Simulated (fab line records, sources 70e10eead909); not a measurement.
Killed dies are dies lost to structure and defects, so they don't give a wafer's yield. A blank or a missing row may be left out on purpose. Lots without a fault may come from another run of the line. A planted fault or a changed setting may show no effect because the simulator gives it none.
fab line records | flow nand_harc
record lots=6 wafers=18 last_day=34
route steps=1302 shown P_M1@315 P_M2@318 END@1302
lots that met no fault: from a run of the same line without faults
start_h: hours from the record's first day to the start of the lot's first wafer shown | wait_h: hours since the lot's step before | " the same as in the row above | L1.1+2: a row that stands for several wafers | - no value, or no start given | * or withheld: withheld | < > ~ a bound
route shown NAME@n: a module of which the file shows steps, and the number in the route of the first | usual: mean/standard deviation of fault-free wafers | same: alike in all rows | chamber/n: place in a boat | sites: the reading at each site | _std_site: their standard deviation | _edge_site: outer sites' mean less inner sites' | radius_mm: how far each site lies from the wafer's centre | mask NAME#n: copy n | behind: the tool/chamber that last shaped the wafer | hold: why the lot was held/for how many hours/how that ended | device: the transistor (n, p or np) that didn't switch | end of line: the same wafers' tests at the end of the route | a step without rows: its recipe alone | killed: dies lost to structure and defects at the first sort, not the wafer's yield | map: a wafer's dies, x killed, . not, _ none there
set.NAME: the setting as run; set.NAME@STEP: as run at that earlier step | model.NAME: the simulator's own value behind a step, which no gauge read
lots at some steps of the route; a table a step, a row a wafer
services: from which hour (start_h, from the record's first day; less than 0 if before it) a tool's chamber was out of use, for how many hours, and why
## steps
# step NHARC_P_M1_INSPECT_27
# usual raw_defect_count=308/110
# columns lot.wafer tool chamber start_h wait_h raw_defect_count
L120.3 defect_inspect-01 - 124.51 0.0 251
L120.5 " - " " 246
L120.6 " - " " 222
L123.3 defect_inspect-02 - 154.93 0.0 203
L123.5 " - " " 178
L123.6 " - " " 164
L128.1 defect_inspect-01 - 218.78 0.0 207
L128.2 " - " " 174
L128.3 " - " " 225
L131.1 defect_inspect-02 - 242.30 0.0 267
L131.4 " - " " 443
L131.5 " - " " 230
L142.1 defect_inspect-01 - 347.36 0.0 342
L142.3 " - " " 606
L142.5 " - " " 736
L143.2 defect_inspect-01 - 364.66 0.0 380
L143.4 " - " " 394
L143.6 " - " " 385
# step NHARC_P_M1_PRE_CLEAN_32
# recipe time_s=12 temp_c=370 rf_power_w=300 gas=NH3
# usual heater_power_w=615/82 rf_fwd_power_W=292.4/0.97
# columns lot.wafer tool chamber start_h wait_h heater_power_w rf_fwd_power_W
L120.3 pecvd-01 0 124.59 0.1 729 292.3
L120.5 " 2 " " 518 291.2
L120.6 " 0 " " 710 293.5
L123.3 pecvd-03 1 154.99 0.1 645 292.6
L123.5 " 1 " " 654 292.2
L123.6 " 2 " " 591 293.0
L128.3 pecvd-03 0 218.85 0.1 574 292.3
L128.1 " 1 " " 761 293.5
L128.2 " 2 " " 645 292.2
L131.1 pecvd-03 1 242.39 0.1 762 293.2
L131.4 " 0 " " 560 291.5
L131.5 " 1 " " 745 293.3
L142.1 pecvd-02 0 347.43 0.1 639 292.9
L142.3 " 2 " " 577 290.8
L142.5 " 2 " " 573 292.7
L143.2 pecvd-01 2 364.74 0.1 527 291.4
L143.6 " 1 " " 681 293.0
L143.4 " 2 " " 565 293.0
# step NHARC_P_M1_DEP_33
# recipe target_thk_a=300 temp_c=370 target_thk_nm=30 pressure_torr=3 flow_sccm=200 rf_w=450 material=SiCN
# usual heater_power_w=569/85 rf_fwd_power_W=449.2/1.3
# columns lot.wafer tool chamber start_h wait_h heater_power_w rf_fwd_power_W
L120.3 pecvd-01 0 124.70 0.1 636 449.5
L120.5 " 2 " " 535 449.8
L120.6 " 0 " " 633 450.9
L123.3 pecvd-03 1 155.07 0.1 579 447.5
L123.5 " 1 " " 584 449.0
L123.6 " 2 " " 557 449.4
L128.3 pecvd-03 0 218.93 0.1 559 448.1
L128.1 " 1 " " 698 450.9
L128.2 " 2 " " 609 447.9
L131.1 pecvd-03 1 242.53 0.1 655 448.7
L131.4 " 0 " " 558 449.5
L131.5 " 1 " " 658 448.5
L142.1 pecvd-02 0 347.51 0.1 685 447.3
L142.3 " 2 " " 596 449.3
L142.5 " 2 " " 600 449.1
L143.2 pecvd-01 2 364.85 0.1 470 447.9
L143.6 " 1 " " 623 450.3
L143.4 " 2 " " 453 448.2
# step NHARC_P_M2_DEP_00
# recipe target_thk_a=1825 target_thk_nm=182.5 temp_c=withheld pressure_torr=5 flow_sccm=200 rf_w=600 material=SiOC
# step NHARC_P_M2_DEHYDRATE_01
# recipe temp_c=150 time_s=120
# step NHARC_P_M2_HMDS_02
# recipe time_s=30
# step NHARC_P_M2_COAT_34
# recipe temp_c=200 time_s=65
# step NHARC_P_M2_COAT_03
# recipe spin_rpm=1500 resist_thk_nm=90
# step NHARC_P_M2_SOFTBAKE_04
# recipe temp_c=105 time_s=55
# step NHARC_P_M2_EBR_05
# step NHARC_P_M2_EXPOSE_06
# recipe na=1.35 target_cd_nm=170 dose_mj=80.78 mask_id=P_M2
# step NHARC_P_M2_PEB_07
# recipe peb_temp_c=100 peb_time_s=65
# usual exhaust_pa=44.9/0.92 heater_power_total_W=156.7/0.39 plate_temp_C=100.00/0.13
# columns lot.wafer tool chamber start_h wait_h exhaust_pa heater_power_total_W plate_temp_C
L120.3 litho_track-04 0 125.70 0.0 44.8 156.2 99.97
L120.5 " 0 " " 45.1 156.0 99.83
L120.6 " 0 " " 44.8 156.0 99.92
L123.3 litho_track-06 0 156.11 0.0 45.0 156.1 100.03
L123.5 " 0 " " 43.9 156.0 99.90
L123.6 " 0 " " 44.8 156.5 100.10
L128.1 litho_track-04 0 220.10 0.1 45.2 173.8 108.30
L128.2 " 0 " " 45.4 174.4 108.21
L128.3 " 0 " " 45.7 173.6 108.17
L131.1 litho_track-04 0 243.61 0.1 43.7 174.0 108.36
L131.4 " 0 " " 44.5 174.7 108.25
L131.5 " 0 " " 45.0 173.7 108.09
L142.1 litho_track-01 0 348.68 0.1 46.4 156.8 100.05
L142.3 " 0 " " 45.5 156.3 100.04
L142.5 " 0 " " 45.4 157.1 100.12
L143.2 litho_track-01 0 365.98 0.1 45.6 157.0 99.85
L143.4 " 0 " " 46.1 157.0 99.98
L143.6 " 0 " " 43.9 156.6 100.05
# step NHARC_P_M2_DEVELOP_08
# recipe develop_time_s=35 dev_temp_c=23
# step NHARC_P_M2_CD_MEAS_09
# recipe target_cd_nm=170 landing_energy_ev=500
# usual cd_nm=169.7/0.64
# columns lot.wafer tool chamber start_h wait_h cd_nm
L120.3 cd_sem-01 0 125.78 - 170.5
L120.5 " 0 " " 170.1
L120.6 " 0 " " 170.2
L123.3 cd_sem-03 0 156.19 - 169.7
L123.5 " 0 " " 169.8
L123.6 " 0 " " 169.3
L128.1 cd_sem-03 0 220.18 - 193.1
L128.2 " 0 " " 193.7
L128.3 " 0 " " 193.2
L131.1 cd_sem-01 0 243.69 - 193.5
L131.4 " 0 " " 192.4
L131.5 " 0 " " 192.9
L142.1 cd_sem-01 0 348.76 - 169.8
L142.3 " 0 " " 168.8
L142.5 " 0 " " 169.8
L143.2 cd_sem-03 0 366.06 - 169.8
L143.4 " 0 " " 169.3
L143.6 " 0 " " 169.9
# step NHARC_P_M2_OVL_MEAS_10
# recipe pitch_nm=340
# usual overlay_x_nm=0.3/0.76 overlay_y_nm=-0.1/0.79
# columns lot.wafer tool chamber start_h wait_h overlay_x_nm overlay_y_nm
L120.3 overlay-01 - 125.87 - 0.7 1.7
L120.5 " - " " 0.7 1.3
L120.6 " - " " 0.2 1.4
L123.3 overlay-02 - 156.27 - 0.7 0.6
L123.5 " - " " -0.1 0.9
L123.6 " - " " 0.3 0.6
L128.1 overlay-01 - 220.27 - -0.5 -0.5
L128.2 " - " " 0.0 -0.2
L128.3 " - " " -0.4 -0.2
L131.1 overlay-02 - 243.78 - 0.5 -0.9
L131.4 " - " " 0.4 -0.5
L131.5 " - " " 0.5 -0.2
L142.1 overlay-02 - 348.85 - -1.7 -0.6
L142.3 " - " " -0.9 -0.3
L142.5 " - " " -0.9 -0.9
L143.2 overlay-02 - 366.14 - 0.6 0.2
L143.4 " - " " 0.2 0.3
L143.6 " - " " -0.2 1.0
# step NHARC_P_M2_INSPECT_11
# usual raw_defect_count=4.3/2.4
# columns lot.wafer tool chamber start_h wait_h raw_defect_count
L120.3 defect_inspect-02 - 125.90 0.0 3
L120.5 " - " " 3
L120.6 " - " " 4
L123.3 defect_inspect-02 - 156.31 0.0 4
L123.5 " - " " 1
L123.6 " - " " 1
L128.1 defect_inspect-01 - 220.31 0.0 4
L128.2 " - " " 7
L128.3 " - " " 3
L131.1 defect_inspect-01 - 243.81 0.0 4
L131.4 " - " " 4
L131.5 " - " " 11
L142.1 defect_inspect-01 - 348.89 0.0 2
L142.3 " - " " 3
L142.5 " - " " 3
L143.2 defect_inspect-02 - 366.18 0.0 11
L143.4 " - " " 4
L143.6 " - " " 4
# step NHARC_P_M2_DESCUM_14
# recipe time_s=3 o2_flow_sccm=200 ar_flow_sccm=0 bias_power_w=0 chemistry=O2
# usual drypump_motor_current_A=5.4/0.43 oes_product_au=1.003/0.011 rf_vpp_V=57.9/0.84 showerhead_plenum_p_Torr=1.94/0.077 throttle_valve_pct=11.311/0.009
# same bias_power_w=0
# columns lot.wafer tool chamber start_h wait_h drypump_motor_current_A oes_product_au rf_hours_counter_h rf_vpp_V showerhead_plenum_p_Torr throttle_valve_pct model.P_M2.cd_nm
L120.3 rie_diel-08 3 125.97 0.1 5.3 0.991 5.5 58.3 1.95 11.302 169.8
L120.5 " 2 " " 5.7 0.996 - 57.9 2.00 11.295 169.8
L120.6 " 3 " " 5.3 0.985 - 58.9 1.95 11.320 170.1
L123.3 rie_diel-09 0 156.39 0.1 5.5 0.997 0 57.1 1.83 11.298 171
L123.6 " 1 " " 5.7 1.012 - 57.8 1.89 11.321 170.2
L123.5 " 2 " " 5.3 1.029 - 58.4 2.02 11.320 170.3
L128.1 rie_diel-08 1 220.37 0.1 6.1 0.995 0.8 58.7 1.94 11.303 192.4
L128.3 " 3 " " 5.3 1.000 1.1 57.7 1.95 11.297 193.9
L128.2 " 0 " " 5.1 1.009 0.7 56.3 1.86 11.322 193.6
L131.1 rie_diel-09 2 243.88 0.1 5.3 1.030 4.0 58.1 2.02 11.323 193.2
L131.4 " 0 " " 5.6 1.001 3.9 58.6 1.83 11.308 193
L131.5 " 2 " " 5.3 1.013 - 58.8 2.02 11.315 192.7
L142.3 rie_diel-09 3 348.95 0.1 4.9 1.014 0.7 60.0 1.99 11.295 169.2
L142.1 " 0 " " 5.5 0.989 0.8 58.6 1.82 11.316 170.5
L142.5 " 2 " " 5.3 1.007 - 58.2 2.01 11.319 170.2
L143.2 rie_diel-10 0 366.25 0.1 6.7 1.017 6.8 57.5 1.89 11.324 169.4
L143.4 " 2 " " 5.0 1.008 6.4 59.6 2.05 11.317 168.8
L143.6 " 3 " " 5.2 1.004 - 57.1 2.05 11.294 169.2
# step NHARC_P_M2_ETCH_35
# recipe target_depth_a=400 overetch_a=120 time_s=43.94 ion_energy_ev=200 n2_flow_sccm=150 h2_flow_sccm=150 ar_flow_sccm=0 rf_w=400 bias_w=150 chemistry=N2/H2
# usual drypump_motor_current_A=5.4/0.43 oes_product_au=1.002/0.01 rf_fwd_power_W=394.6/1.6 rf_vpp_V=431.2/2.4 showerhead_plenum_p_Torr=2.06/0.085 throttle_valve_pct=14.171/0.0094
# columns lot.wafer tool chamber start_h wait_h drypump_motor_current_A oes_product_au rf_fwd_power_W rf_hours_counter_h rf_vpp_V showerhead_plenum_p_Torr throttle_valve_pct
L120.3 rie_diel-08 0 126.06 0.1 5.0 0.995 395.0 4.8 429.3 1.98 14.177
L120.6 " 1 " " 6.2 0.989 398.5 - 430.5 2.07 14.166
L120.5 " 2 " " 5.8 0.989 397.0 - 432.4 2.14 14.175
L123.3 rie_diel-09 3 156.45 0.1 4.9 0.997 392.1 0.0 432.3 2.13 14.158
L123.6 " 3 " " 4.9 0.997 393.2 - 433.8 2.13 14.175
L123.5 " 0 " " 5.5 1.003 395.8 - 427.2 1.95 14.164
L128.2 rie_diel-08 3 220.45 0.1 5.3 0.989 391.6 1.1 430.0 2.08 14.183
L128.3 " 1 " " 6.2 0.993 395.0 0.8 431.9 2.07 14.165
L128.1 " 2 " " 5.7 1.004 394.6 1.2 433.3 2.13 14.167
L131.4 rie_diel-09 3 243.97 0.1 4.9 0.999 394.1 3.9 431.5 2.13 14.175
L131.1 " 0 " " 5.5 1.008 396.7 3.9 427.6 1.94 14.182
L131.5 " 2 " " 5.3 1.018 392.1 - 435.1 2.15 14.176
L142.3 rie_diel-09 1 349.03 0.1 5.7 0.996 393.9 0.8 429.8 2.01 14.188
L142.1 " 3 " " 4.9 1.009 394.3 0.7 432.7 2.13 14.163
L142.5 " 1 " " 5.7 1.005 394.1 - 429.7 2.01 14.160
L143.2 rie_diel-10 1 366.34 0.1 5.4 0.994 391.6 6.1 428.1 1.92 14.177
L143.4 " 2 " " 5.0 1.015 395.2 6.4 434.5 2.19 14.171
L143.6 " 3 " " 5.1 1.014 396.1 - 433.4 2.19 14.164
# step NHARC_P_M2_ETCH_15
# recipe target_depth_a=1825 time_s=91.2 c4f8_flow_sccm=withheld ar_flow_sccm=400 rf_w=600 bias_w=300 chemistry=C4F8/Ar
# usual oes_product_au=0.950/0.025 rf_fwd_power_W=595.8/2.1 rf_vpp_V=441.5/2.7
# columns lot.wafer tool chamber start_h wait_h oes_product_au rf_fwd_power_W rf_hours_counter_h rf_vpp_V
L120.3 rie_diel-08 0 - - 0.921 594.7 4.8 438.4
L120.5 " 3 " " 0.913 595.5 - 441.8
L120.6 " 0 " " 0.911 594.0 - 438.3
L123.3 rie_diel-09 3 - - 0.962 592.1 0.0 442.9
L123.5 " 3 " " 0.969 592.8 - 443.4
L123.6 " 0 " " 0.969 598.0 - 436.5
L128.1 rie_diel-08 0 - - 0.978 593.4 0.8 438.5
L128.3 " 1 " " 0.948 597.7 0.8 441.6
L128.2 " 2 " " 0.961 595.1 1.2 443.7
L131.4 rie_diel-09 0 - - 0.980 597.4 3.9 437.9
L131.1 " 1 " " 0.966 595.4 4.0 440.5
L131.5 " 1 " " 0.969 595.2 - 440.9
L142.3 rie_diel-09 3 - - 0.975 595.5 0.7 443.6
L142.1 " 0 " " 0.972 595.6 0.9 438.1
L142.5 " 3 " " 0.968 596.3 - 442.0
L143.4 rie_diel-10 2 - - 0.935 598.5 6.5 445.0
L143.2 " 0 " " 0.947 595.1 6.9 441.9
L143.6 " 2 " " 0.928 599.2 - 445.7
# step NHARC_P_M2_CD_MEAS_16
# usual cd_nm=169.8/0.81
# columns lot.wafer tool chamber start_h wait_h cd_nm
L120.3 cd_sem-02 - 126.27 - 169.9
L120.5 " - " " 169.9
L120.6 " - " " 170.6
L123.3 cd_sem-01 - 156.68 - 171.1
L123.5 " - " " 170.6
L123.6 " - " " 169.9
L128.1 cd_sem-02 - 220.67 - 192.3
L128.2 " - " " 193.4
L128.3 " - " " 194.0
L131.1 cd_sem-02 - 244.18 - 193.2
L131.4 " - " " 193.2
L131.5 " - " " 192.7
L142.1 cd_sem-01 - 349.25 - 170.4
L142.3 " - " " 169.1
L142.5 " - " " 170.1
L143.2 cd_sem-01 - 366.55 - 169.9
L143.4 " - " " 169.1
L143.6 " - " " 169.5
# step NHARC_P_M2_STRIP_18
# recipe power_w=1000 n2_flow_sccm=150 h2_flow_sccm=150 ar_flow_sccm=0 bias_w=0 chemistry=N2/H2
# usual drypump_motor_current_A=5.5/0.55 oes_product_au=1.003/0.0095 rf_fwd_power_W=998/3.3 rf_vpp_V=90.9/1 showerhead_plenum_p_Torr=2.07/0.098 throttle_valve_pct=14.171/0.0085
# columns lot.wafer tool chamber start_h wait_h drypump_motor_current_A oes_product_au rf_fwd_power_W rf_hours_counter_h rf_vpp_V showerhead_plenum_p_Torr throttle_valve_pct
L120.3 rie_diel-09 3 126.34 0.1 4.9 1.000 1003 7.7 91.5 2.13 14.158
L120.6 " 3 " " 4.9 0.989 1004 - 91.1 2.13 14.198
L120.5 " 0 " " 5.5 0.994 1005 - 90.3 1.95 14.171
L123.3 rie_diel-10 1 156.80 0.1 5.4 1.008 1001 4.9 90.5 1.92 14.183
L123.5 " 3 " " 5.1 0.983 992 - 93.4 2.19 14.173
L123.6 " 0 " " 6.7 0.994 1003 - 92.9 2.02 14.183
L128.1 rie_diel-09 3 220.75 0.1 4.9 0.999 1001 2.6 91.0 2.13 14.174
L128.2 " 0 " " 5.5 1.000 1001 2.7 90.2 1.94 14.165
L128.3 " 1 " " 5.7 1.007 998 2.7 90.8 2.01 14.160
L131.1 rie_diel-09 1 244.25 0.1 5.7 0.994 996 4.0 90.6 2.01 14.174
L131.4 " 2 " " 5.3 1.024 994 4.1 91.3 2.15 14.165
L131.5 " 1 " " 5.7 1.000 998 - 89.4 2.01 14.155
L142.3 rie_diel-08 1 349.35 0.1 6.2 1.007 1001 6.1 91.0 2.07 14.170
L142.1 " 2 " " 5.7 0.998 1003 7.5 91.7 2.13 14.176
L142.5 " 1 " " 6.2 1.005 1001 - 90.0 2.07 14.171
L143.4 rie_diel-09 0 366.62 0.1 5.5 0.996 1002 1.3 90.2 1.94 14.177
L143.2 " 1 " " 5.7 1.016 999 1.4 90.6 2.01 14.166
L143.6 " 0 " " 5.5 1.004 1001 - 91.5 1.94 14.169
# step NHARC_P_M2_ETCH_28
# recipe target_depth_a=300 over_etch_frac=0.3 time_s=72.99 ion_energy_ev=150 cf4_flow_sccm=50 n2_flow_sccm=100 ar_flow_sccm=150 rf_w=300 bias_w=100 chemistry=CF4/N2
# usual drypump_motor_current_A=5.5/0.53 oes_product_au=1.003/0.0095 rf_fwd_power_W=297.4/1.2 rf_vpp_V=314.8/2.2 showerhead_plenum_p_Torr=2.67/0.12 throttle_valve_pct=19.794/0.0088
# columns lot.wafer tool chamber start_h wait_h drypump_motor_current_A oes_product_au rf_fwd_power_W rf_hours_counter_h rf_vpp_V showerhead_plenum_p_Torr throttle_valve_pct model.P_M2.cd_nm
L120.3 rie_diel-09 1 - - 5.7 1.011 296.0 7.9 313.8 2.59 19.793 171
L120.6 " 3 " " 4.9 1.000 296.8 - 315.8 2.73 19.791 170.8
L120.5 " 0 " " 5.5 0.998 297.8 - 311.0 2.51 19.797 169.7
L123.3 rie_diel-10 1 - - 5.4 1.001 297.2 4.9 311.8 2.49 19.794 171.2
L123.6 " 1 " " 5.5 1.000 295.9 - 311.4 2.49 19.797 169.8
L123.5 " 2 " " 5.1 1.010 298.1 - 318.2 2.80 19.782 170.1
L128.3 rie_diel-09 3 - - 4.9 0.999 299.1 2.7 316.8 2.73 19.790 194.5
L128.1 " 0 " " 5.5 0.994 298.3 2.8 311.9 2.51 19.790 192.6
L128.2 " 1 " " 5.7 1.007 296.6 2.8 312.7 2.59 19.788 193.8
L131.4 rie_diel-09 3 - - 4.9 1.012 296.2 4.0 316.4 2.73 19.797 192.9
L131.1 " 0 " " 5.5 1.005 298.6 4.0 311.6 2.51 19.770 193.3
L131.5 " 1 " " 5.7 1.004 295.8 - 313.2 2.59 19.810 193.4
L142.1 rie_diel-08 2 - - 5.8 1.006 297.9 7.5 316.2 2.74 19.786 170
L142.3 " 0 " " 5.1 1.004 297.4 6.5 310.7 2.55 19.796 169.2
L142.5 " 2 " " 5.7 1.005 298.1 - 317.3 2.74 19.802 170.3
L143.2 rie_diel-09 2 - - 5.3 1.024 298.7 1.2 317.5 2.76 19.807 170.6
L143.4 " 3 " " 4.9 1.012 296.4 1.1 316.9 2.73 19.790 169.3
L143.6 " 2 " " 5.3 1.013 298.8 - 316.2 2.76 19.799 169.3
# step NHARC_P_M2_STRIP_19
# recipe time_s=600 temp_c=30 chemistry=post_etch_residue_remover
# step NHARC_END_SORT_01
# recipe temp_c=25
# usual defect_limited_yield=91.3/2.2 killed_at_array=55/15 killed_at_other=1.0/1.2 killed_at_periphery=3.4/2.2 killed_dies=59/15 killed_open=3.2/2 killed_short=2.5/1.7
# same gross_dies=677
# columns lot.wafer tool chamber start_h wait_h defect_limited_yield[%] killed_at_array killed_at_other killed_at_periphery killed_dies killed_open killed_short
L120.3 prober-02 0 566.24 3.1 92.0 52 0 2 54 3 4
L120.5 prober-02 0 567.86 3.7 92.0 53 0 1 54 2 0
L120.6 prober-02 0 568.67 4.0 90.0 65 0 3 68 8 5
L123.3 prober-01 0 586.30 3.1 95.3 29 0 3 32 4 0
L123.5 prober-01 0 587.90 3.7 94.8 31 1 3 35 2 2
L123.6 prober-01 0 588.71 4.0 92.3 50 0 2 52 0 4
L128.1 prober-01 0 654.48 2.5 87.3 84 0 2 86 7 5
L128.2 prober-01 0 655.28 2.8 90.5 60 1 3 64 1 1
L128.3 prober-01 0 656.07 3.1 89.7 68 0 2 70 4 2
L131.1 prober-02 0 677.60 2.5 89.1 71 0 3 74 3 5
L131.4 prober-02 0 679.97 3.4 87.4 81 0 4 85 2 2
L131.5 prober-02 0 680.76 3.7 88.3 71 0 8 79 5 3
L142.1 prober-02 0 772.72 2.5 91.3 55 1 3 59 2 0
L142.3 prober-02 0 774.30 3.1 91.7 54 1 1 56 3 0
L142.5 prober-02 0 775.88 3.7 91.6 54 1 2 57 7 2
L143.2 prober-02 0 808.65 2.8 92.5 41 0 10 51 7 2
L143.4 prober-02 0 810.26 3.4 93.9 37 0 4 41 3 3
L143.6 prober-02 0 811.86 4.0 92.9 44 0 4 48 1 2
# killed by level:class
L120.3 A_CHANNEL_HOLE_D1:chamber_film_flake=24 A_CHANNEL_HOLE_D2:chamber_film_flake=18 A_CONTACT:chamber_film_flake=3 A_ONON_D1:geometric_particle:short=2 A_ONON_D2:geometric_particle:open=2 A_CHANNEL_HOLE_D1:geometric_particle:short=1 A_CHANNEL_FILL_D1:geometric_particle:open=1 A_ONON_D2:geometric_particle:short=1
L120.5 A_CHANNEL_HOLE_D1:chamber_film_flake=25 A_CHANNEL_HOLE_D2:chamber_film_flake=20 A_CHANNEL_HOLE_D1:unspecified=2 A_STAIRCASE:chamber_film_flake=2 A_CONTACT:chamber_film_flake=2 P_CONTACT:geometric_particle:open=1 A_CHANNEL_FILL_D2:geometric_particle:open=1 A_M0:chamber_film_flake=1
L120.6 A_CHANNEL_HOLE_D2:chamber_film_flake=36 A_CHANNEL_HOLE_D1:chamber_film_flake=11 A_ONON_D1:geometric_particle:open=2 A_WL_FILL:geometric_particle:open=2 A_CHANNEL_HOLE_D1:unspecified=2 P_CONTACT:geometric_particle:open=1 P_M0:geometric_particle:open=1 A_ONON_D1:geometric_particle:short=1
L123.3 A_CHANNEL_HOLE_D2:chamber_film_flake=17 A_DECK1_JOINT:geometric_particle:open=2 P_M2:chamber_film_flake=2 A_CHANNEL_HOLE_D1:chamber_film_flake=2 A_STAIRCASE:chamber_film_flake=2 A_CONTACT:chamber_film_flake=2 A_CHANNEL_FILL_D1:geometric_particle:open=1 A_CHANNEL_HOLE_D2:geometric_particle:open=1
L123.5 A_CHANNEL_HOLE_D2:chamber_film_flake=20 P_M2:chamber_film_flake=2 A_CHANNEL_HOLE_D1:chamber_film_flake=2 A_CONTACT:chamber_film_flake=2 A_ONON_D1:geometric_particle:open=1 A_WL_FILL:chamber_film_flake=1 A_DECK1_JOINT:geometric_particle:open=1 A_CHANNEL_FILL_D2:geometric_particle:short=1
L123.6 A_CHANNEL_HOLE_D2:chamber_film_flake=40 A_CHANNEL_HOLE_D1:chamber_film_flake=3 A_CHANNEL_FILL_D1:chamber_film_flake=2 A_CONTACT:chamber_film_flake=2 P_M0:geometric_particle:short=1 A_ONON_D1:geometric_particle:short=1 A_DECK1_JOINT:geometric_particle:short=1 A_ONON_D2:geometric_particle:short=1
L128.1 A_CHANNEL_HOLE_D1:chamber_film_flake=37 A_SLIT:chamber_film_flake=25 A_CHANNEL_HOLE_D2:chamber_film_flake=8 A_SOURCE_PLATE:geometric_particle:open=2 A_ONON_D2:geometric_particle:short=2 A_M0:geometric_particle:short=2 A_STAIRCASE:chamber_film_flake=2 P_M0:geometric_particle:open=1
L128.2 A_SLIT:chamber_film_flake=27 A_CHANNEL_HOLE_D1:chamber_film_flake=17 A_CHANNEL_HOLE_D2:chamber_film_flake=9 A_CONTACT:chamber_film_flake=3 P_ZERO_WELL:chamber_film_flake=2 A_STAIRCASE:chamber_film_flake=2 A_DECK1_JOINT:geometric_particle:short=1 P_GATE:chamber_film_flake=1
L128.3 A_SLIT:chamber_film_flake=30 A_CHANNEL_HOLE_D1:chamber_film_flake=15 A_CHANNEL_HOLE_D2:chamber_film_flake=12 A_DECK1_JOINT:chamber_film_flake=2 A_STAIRCASE:chamber_film_flake=2 P_M0:geometric_particle:open=1 A_SOURCE_PLATE:geometric_particle:short=1 A_DECK1_JOINT:geometric_particle:open=1
L131.1 A_SLIT:chamber_film_flake=33 A_CHANNEL_HOLE_D1:chamber_film_flake=17 A_STAIRCASE:chamber_film_flake=13 P_M0:geometric_particle:short=2 A_WL_FILL:geometric_particle:short=2 A_ONON_D1:geometric_particle:open=1 A_ONON_D1:geometric_particle:short=1 A_ONON_D2:geometric_particle:open=1
L131.4 A_SLIT:chamber_film_flake=38 A_CHANNEL_HOLE_D1:chamber_film_flake=30 A_STAIRCASE:chamber_film_flake=4 A_CONTACT:chamber_film_flake=4 P_GATE:chamber_film_flake=3 P_GATE:geometric_particle:open=1 A_CHANNEL_FILL_D1:geometric_particle:short=1 A_CHANNEL_FILL_D1:geometric_particle:open=1
L131.5 A_SLIT:chamber_film_flake=36 A_CHANNEL_HOLE_D1:chamber_film_flake=17 A_STAIRCASE:chamber_film_flake=8 P_GATE:chamber_film_flake=4 A_ZERO_WELL:chamber_film_flake=3 A_WL_FILL:geometric_particle:short=2 A_CONTACT:chamber_film_flake=2 P_CONTACT:geometric_particle:open=1
L142.1 A_CHANNEL_HOLE_D2:chamber_film_flake=30 A_CONTACT:chamber_film_flake=9 A_SLIT:chamber_film_flake=5 A_CHANNEL_HOLE_D1:chamber_film_flake=3 A_CHANNEL_HOLE_D1:unspecified=2 A_CHANNEL_FILL_D1:chamber_film_flake=2 A_DECK1_JOINT:chamber_film_flake=2 P_GATE:geometric_particle:open=1
L142.3 A_CHANNEL_HOLE_D2:chamber_film_flake=30 A_CONTACT:chamber_film_flake=6 A_SLIT:chamber_film_flake=5 A_CHANNEL_HOLE_D1:chamber_film_flake=3 A_DECK1_JOINT:chamber_film_flake=3 A_ONON_D2:geometric_particle:open=2 A_STAIRCASE:chamber_film_flake=2 P_GATE:geometric_particle:open=1
L142.5 A_CHANNEL_HOLE_D2:chamber_film_flake=23 A_CONTACT:chamber_film_flake=10 A_CHANNEL_HOLE_D1:chamber_film_flake=5 A_CHANNEL_FILL_D1:chamber_film_flake=4 A_ONON_D1:geometric_particle:open=2 A_SLIT:chamber_film_flake=2 A_STAIRCASE:chamber_film_flake=2 P_CONTACT:geometric_particle:open=1
L143.2 A_CHANNEL_HOLE_D1:chamber_film_flake=13 A_SLIT:chamber_film_flake=12 P_CONTACT:chamber_film_flake=6 A_CONTACT:chamber_film_flake=3 A_STAIRCASE:chamber_film_flake=2 A_WL_FILL:chamber_film_flake=2 P_STI:geometric_particle:open=1 P_M2:geometric_particle:open=1
L143.4 A_CHANNEL_HOLE_D1:chamber_film_flake=15 A_SLIT:chamber_film_flake=6 A_CONTACT:chamber_film_flake=4 A_CHANNEL_HOLE_D2:chamber_film_flake=4 P_CONTACT:chamber_film_flake=2 P_CONTACT:geometric_particle:open=1 P_M1:geometric_particle:open=1 A_CHANNEL_HOLE_D1:geometric_particle:short=1
L143.6 A_CHANNEL_HOLE_D1:chamber_film_flake=27 A_SLIT:chamber_film_flake=9 A_CHANNEL_HOLE_D2:chamber_film_flake=3 P_CONTACT:chamber_film_flake=2 P_M0:geometric_particle:open=1 A_ONON_D1:geometric_particle:short=1 A_DECK1_JOINT:geometric_particle:short=1 P_BONDPAD:chamber_film_flake=1
## services
# columns tool chamber start_h hours kind
rie_diel-10 2 108.65 3.6 repair
pecvd-01 - 130.36 13.0 pm
rie_diel-09 - 143.10 9.0 pm
rie_diel-08 3 144.36 9.3 repair
rie_diel-08 2 149.44 7.8 repair
pecvd-02 - 152.93 0.6 repair
litho_track-01 - 155.00 7.0 pm
rie_diel-08 1 158.60 9.4 repair
litho_track-06 - 179.00 7.0 pm
pecvd-03 - 185.38 13.0 pm
rie_diel-08 - 190.80 9.0 pm
litho_track-04 - 203.00 7.0 pm
rie_diel-10 1 216.80 14.7 repair
pecvd-02 - 227.45 13.0 pm
rie_diel-09 - 230.52 0.2 repair
rie_diel-10 - 242.50 9.0 pm
pecvd-01 0 294.03 15.4 repair
pecvd-01 - 311.54 13.0 pm
rie_diel-09 - 320.10 9.0 pm
litho_track-01 - 330.00 7.0 pm
rie_diel-10 2 342.09 7.5 repair
litho_track-06 - 354.00 7.0 pm
rie_diel-10 - 362.31 1.3 repair
pecvd-03 - 366.38 13.0 pm
## key
first_sign step=NHARC_P_M2_PEB_07 reading=plate_temp_C direction=up sigmas=62 usual=* struck=*
effect step=NHARC_P_M2_PEB_07 reading=heater_power_total_W direction=up sigmas=44 usual=* struck=*
effect step=NHARC_P_M2_CD_MEAS_09 reading=cd_nm direction=up sigmas=37 usual=169.7 struck=193.1
effect step=NHARC_P_M2_CD_MEAS_16 reading=cd_nm direction=up sigmas=29 usual=169.8 struck=193.1
model_effect step=NHARC_P_M2_DESCUM_14 value=P_M2.cd_nm without=169.7 struck=193.1
model_effect step=NHARC_P_M2_ETCH_28 value=P_M2.cd_nm without=169.9 struck=193.4
met_at NHARC_P_M2_PEB_07
struck_wafers L128.1,L128.2,L128.3,L131.1,L131.4,L131.5
onset_between 125.70 220.10
fault kind=process_parameter_drift tool=litho_track-04 chamber=- onset_h=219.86 steps=NHARC_P_M2_PEB_07 channel=peb_temp_c offset=* shape=step end_h=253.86 acts_in=* stated=*
